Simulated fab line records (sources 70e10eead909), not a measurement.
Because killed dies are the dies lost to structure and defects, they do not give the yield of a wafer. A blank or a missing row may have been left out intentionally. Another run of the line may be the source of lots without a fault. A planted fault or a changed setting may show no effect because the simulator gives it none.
Chamber matching || flow nand harc || NHARC_P_BONDPAD_CMP_19 on cmp-01 has 4 sister chambers
The step polishes, t overpolish 30 s, cu recess touch 16 s, target thk 160.81 nm. 16 wafers are shown with their chamber, then 8 later ones without.

== WAFERS PAIRED WITH THEIR CHAMBERS ==
{"wafer": "L074.3", "chamber": 0, "overpolish run s (s)": 30.000, "motor current A (A)": 12.0}
{"wafer": "L074.4", "chamber": 2, "overpolish run s (s)": 30.012, "motor current A (A)": 11.5}
{"wafer": "L074.5", "chamber": 3, "overpolish run s (s)": 30.002, "motor current A (A)": 11.8}
{"wafer": "L075.3", "chamber": 3, "overpolish run s (s)": 30.007, "motor current A (A)": 12.4}
{"wafer": "L075.4", "chamber": 2, "overpolish run s (s)": 29.984, "motor current A (A)": 11.6}
{"wafer": "L075.5", "chamber": 2, "overpolish run s (s)": 30.017, "motor current A (A)": 11.2}
{"wafer": "L083.2", "chamber": 3, "overpolish run s (s)": 29.995, "motor current A (A)": 11.5}
{"wafer": "L083.3", "chamber": 1, "overpolish run s (s)": 29.992, "motor current A (A)": 11.4}
{"wafer": "L083.4", "chamber": 2, "overpolish run s (s)": 30.004, "motor current A (A)": 11.4}
{"wafer": "L089.2", "chamber": 3, "overpolish run s (s)": 29.997, "motor current A (A)": 11.7}
{"wafer": "L089.4", "chamber": 1, "overpolish run s (s)": 29.996, "motor current A (A)": 11.4}
{"wafer": "L089.5", "chamber": 0, "overpolish run s (s)": 30.001, "motor current A (A)": 11.2}
{"wafer": "L088.1", "chamber": 3, "overpolish run s (s)": 30.001, "motor current A (A)": 11.8}
{"wafer": "L088.2", "chamber": 0, "overpolish run s (s)": 30.000, "motor current A (A)": 11.3}
{"wafer": "L088.5", "chamber": 1, "overpolish run s (s)": 29.995, "motor current A (A)": 11.3}
{"wafer": "L090.2", "chamber": 3, "overpolish run s (s)": 30.004, "motor current A (A)": 11.3}

SIGNATURES (means of the wafers above)
{"reading": "overpolish run s", "chamber 0": 30.00033, "chamber 1": 29.99433, "chamber 2": 30.00425, "chamber 3": 30.00100, "scatter within a chamber": 0.00785}
{"reading": "motor current A", "chamber 0": 11.500, "chamber 1": 11.367, "chamber 2": 11.425, "chamber 3": 11.750, "scatter within a chamber": 0.312}
Rule: a wafer lies at a distance from a chamber equal to the root of the sum of squares, over the readings, of (its reading less the chamber's mean, divided by the reading's scatter). If the next closest chamber is less than 2 further off than the closest, the wafer can't be placed; otherwise it belongs to the closest. How the scatter is found: for the shown wafers, subtract from each reading the mean of its chamber, square and add these, divide the total by (wafers less chambers), then take the root.

== WAFERS WITHOUT THEIR CHAMBER ==
{"wafer": "L090.5", "overpolish run s (s)": 29.996, "motor current A (A)": 11.3}
{"wafer": "L090.6", "overpolish run s (s)": 30.014, "motor current A (A)": 11.9}
{"wafer": "L091.2", "overpolish run s (s)": 30.004, "motor current A (A)": 11.5}
{"wafer": "L091.3", "overpolish run s (s)": 30.003, "motor current A (A)": 11.3}
{"wafer": "L091.6", "overpolish run s (s)": 29.987, "motor current A (A)": 11.5}
{"wafer": "L096.2", "overpolish run s (s)": 29.987, "motor current A (A)": 11.5}
{"wafer": "L096.3", "overpolish run s (s)": 30.010, "motor current A (A)": 11.0}
{"wafer": "L096.6", "overpolish run s (s)": 30.005, "motor current A (A)": 11.1}

== WHICH CHAMBER EACH WENT THROUGH ==
{"wafer": "L090.5", "from the rows above": "can't be placed: 1 or 0 or 2 or 3", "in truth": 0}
{"wafer": "L090.6", "from the rows above": "can't be placed: 3 or 2 or 0 or 1", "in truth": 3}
{"wafer": "L091.2", "from the rows above": "can't be placed: 2 or 0 or 3 or 1", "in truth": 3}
{"wafer": "L091.3", "from the rows above": "can't be placed: 2 or 0 or 1 or 3", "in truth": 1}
{"wafer": "L091.6", "from the rows above": "can't be placed: 1 or 0 or 3 or 2", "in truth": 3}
{"wafer": "L096.2", "from the rows above": "can't be placed: 1 or 0 or 3 or 2", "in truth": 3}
{"wafer": "L096.3", "from the rows above": "can't be placed: 2 or 0 or 1 or 3", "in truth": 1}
{"wafer": "L096.6", "from the rows above": "can't be placed: 2 or 0 or 1 or 3", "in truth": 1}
Correct placement for 0 of the 8. These rows do not allow placing 8 (true chamber among the candidates in 8). Wrongly placed: 0.
